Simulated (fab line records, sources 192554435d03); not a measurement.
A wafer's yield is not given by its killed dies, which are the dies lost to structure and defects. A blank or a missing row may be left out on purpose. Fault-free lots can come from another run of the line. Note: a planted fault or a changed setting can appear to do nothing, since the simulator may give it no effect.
Struck lot and sound lot, side by side    flow n5-finfet    39 steps out of a route of 1938
Sound: wafers L567.2, L567.4, L567.5. The struck wafers were L555.3, L555.4, L555.5. The cause is given at the end.
For every step that has rows: the tool of each side, followed by ch and its chambers, followed by its first start. Under that, the readings that differ: sound wafers    struck wafers    difference of the means    sigmas: that difference in standard deviations of wafers without a fault.
alike: words and numbers the same on both sides, and readings whose means are apart by under 2 such deviations; not compared: readings that were withheld, readings missing a value for some wafer, numbers with overlapping values and no deviation given by the record, and bounds like >300 which may hide the same value.
The two part at a step that has a row with sigmas, a row that says differs or no value, or rows on one side only. When numbers do not overlap yet have no deviation, they are printed without sigmas and do not part them. A reading missing from all wafers of one side parts the sides only when that side holds two or more wafers.

first, 9 steps without rows for these wafers: N5_BEOL_M4_ANNEAL_95 (time 240 s); N5_BEOL_M4_SPUTTER_96 (material Cu, target thk 4.5 nm, time 8.29 s); N5_BEOL_M4_ECD_50 (material Cu, target thk 300 nm); N5_BEOL_M4_ANNEAL_51 (time 90 s); N5_BEOL_M4_CMP_52 (polishes, stops on SiOC, t overpolish 6.8 s, target thk 40 nm); N5_BEOL_M4_PRE_CLEAN_60 (time 15 s); N5_BEOL_M4_CO_CAP_55 (material Co, precursor CCTBA/H2, target thk 2 nm, time 102.1 s); N5_BEOL_M4_PRE_CLEAN_56 (time 15 s); N5_BEOL_M4_DEP_57 (deposits SiCN from 3MS/NH3, target thk 8 nm, time 14 s).
N5_BEOL_M4_RC_MEAS_101:
  sound on prober-02 ch 0, day 13 19:13; struck on prober-01 ch 0, day 10 12:31
  alike: DIBL_N, DIBL_P, IOFF_N, IOFF_P, ION_N, ION_P, SS_N, SS_P, VT_N, VT_P
then, 24 steps without rows for these wafers: N5_BEOL_M5_ILD_DEP_00 (deposits SiCOH lowk from DEMS/porogen, target thk 140.64 nm, time 25.9 s); N5_BEOL_M5_CURE_79 (cures SiCOH lowk, time 240 s); N5_BEOL_M5_PECVD_70 (deposits SiO2 from TEOS/O2, target thk 16 nm, time 18 s); N5_BEOL_M5_HM_DEP_02 (deposits TiN, target thk 20 nm); N5_BEOL_M5_COAT_59 (time 60 s, resist thk 60 nm); N5_BEOL_M5_COAT_60 (time 60 s, resist thk 12 nm); N5_BEOL_M5_COAT_71 (time 60 s, resist thk 5 nm); N5_BEOL_M5_COAT_05 (resist thk 30 nm); N5_BEOL_M5_EBR_07; N5_BEOL_M5_SOFTBAKE_06 (time 60 s); N5_BEOL_M5_EXPOSE_08 (exposes mask M5, target cd 28 nm); N5_BEOL_M5_PEB_09 (peb time 60 s); N5_BEOL_M5_DEVELOP_10 (develop time 30 s); N5_BEOL_M5_DESCUM_16 (chemistry O2, time 7 s); N5_BEOL_M5_ETCH_72 (etches underlayer in N2/H2, target depth 6.5 nm, time 5.2 s); N5_BEOL_M5_ETCH_61 (etches SiARC in CF4, target depth 15.6 nm, time 26 s); N5_BEOL_M5_ETCH_62 (etches SOC in N2/H2, target depth 75 nm, overetch 15 nm, time 112.5 s); N5_BEOL_M5_STRIP_63 (strips in N2/H2); N5_BEOL_M5_STRIP_73 (strips in N2/H2); N5_BEOL_M5_STRIP_64 (strips in CF4); N5_BEOL_M5_HM_OPEN_17 (chemistry Cl2/BCl3, target TiN, target depth 20 nm, overetch 6 nm); N5_BEOL_M5_STRIP_19 (strips in O2); N5_BEOL_M5_COAT_65 (time 60 s, resist thk 60 nm); N5_BEOL_M5_COAT_66 (time 60 s, resist thk 12 nm).
-- record jumps: 3 days separate the struck wafers' starts on either side; left off in module BEOL_M5, taken up again in module BEOL_M15, whose first shown step is the route's number 1824 --
N5_BEOL_M15_CMP_49: polishes, stops on SiO2, t overpolish 4.9 s, target thk 850 nm.
  sound on cmp-03 ch 2,3, day 17 10:52; struck on cmp-03 ch 1,2,3, day 13 20:47
  no value came back on the struck wafers for any of 6 readings (barrier-field-endpoint-s (s), clearing-platen-down-force-psi (psi) and others); on the sound wafers barrier-field-endpoint-s (s) reads 10.6 11.3 10.9
reading                                  sound            struck          difference  sigmas
model.Cu_of_BEOL_M15_ECD_47.thk-nm (nm)  886.6 811 853.6  1844 1843 1851  +996        
N5_BEOL_M15_THK_MEAS_50: measures by xrf.
  sound: film-metro-01 at day 17 11:08; struck: film-metro-02 at day 13 21:01
reading       sound        struck          difference  sigmas
M15_THK (nm)  900 818 866  1858 1867 1875  +1005       +40
N5_BEOL_M15_RS_MEAS_54: measurement is done with a four-point probe.
  sound: film-metro-01 at day 17 11:16; struck: film-metro-01 at day 13 21:09
reading          sound                 struck                difference  sigmas
M15_RS (ohm/sq)  0.0206 0.0226 0.0214  0.0093 0.0094 0.0093  -0.0122     -20
N5_BEOL_M15_INSPECT_55: inspects for defects (darkfield).
  sound: defect-inspect-01 at day 17 11:17; struck: defect-inspect-02 at day 13 21:10
reading           sound     struck          difference  sigmas
raw-defect-count  54 76 68  6447 6485 6367  +6367       +99 or more
N5_PASSIVATION_PROBE_49:
  record: rows for the struck wafers here (prober-01, day 14 15:50), none for the sound ones

WHERE THEY PART
First at N5_BEOL_M15_CMP_49; last, within this record, at N5_PASSIVATION_PROBE_49.

WHY: the cause the simulator had injected
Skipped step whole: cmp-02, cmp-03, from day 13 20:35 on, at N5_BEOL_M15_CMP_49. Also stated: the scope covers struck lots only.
